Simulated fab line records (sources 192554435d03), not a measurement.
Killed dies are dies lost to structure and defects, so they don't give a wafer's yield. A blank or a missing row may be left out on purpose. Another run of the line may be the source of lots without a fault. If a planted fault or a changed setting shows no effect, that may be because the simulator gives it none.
Matching of chambers -- flow n5-finfet -- 4 sister chambers for N5_SD_EPI_N_ETCH_35 on rie-diel-03
The step etches SOC in N2/H2, overetch 108 nm, time 486 s. 4 wafers are shown with their chamber, then 8 later ones without.

## WAFERS WITH THEIR CHAMBER
wafer,chamber,throttle-valve-pct (%)
L079.6,0,23.76
L084.1,2,23.79
L084.4,1,23.62
L085.2,3,23.55

## WAFERS WITHOUT THEIR CHAMBER
wafer,throttle-valve-pct (%)
L085.3,23.63
L085.5,23.79
L088.2,23.79
L088.5,23.80
L088.6,23.63
L092.1,23.63
L092.2,23.56
L092.6,23.80

## WHICH CHAMBER EACH WENT THROUGH
wafer,from the rows above,in truth
L085.3,1,1
L085.5,2,2
L088.2,2,2
L088.5,2,2
L088.6,1,1
L092.1,1,1
L092.2,3,3
L092.6,2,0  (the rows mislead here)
7 of 8 placed correctly. Can't be placed from these rows: 0. Placed wrongly: 1.
How it was worked out, from the rows above alone: a wafer's distance from a chamber is the root of the sum, over the readings, of the square of ((its reading less the chamber's mean) divided by the reading's scatter). The wafer belongs to the nearest chamber; if the next one is less than 2 further off, it can't be placed. The mean given for a chamber averages the wafers shown for that chamber. The scatter: with one shown wafer a chamber, the root of the mean of the squares of how far each hidden wafer lies from its nearest shown one.
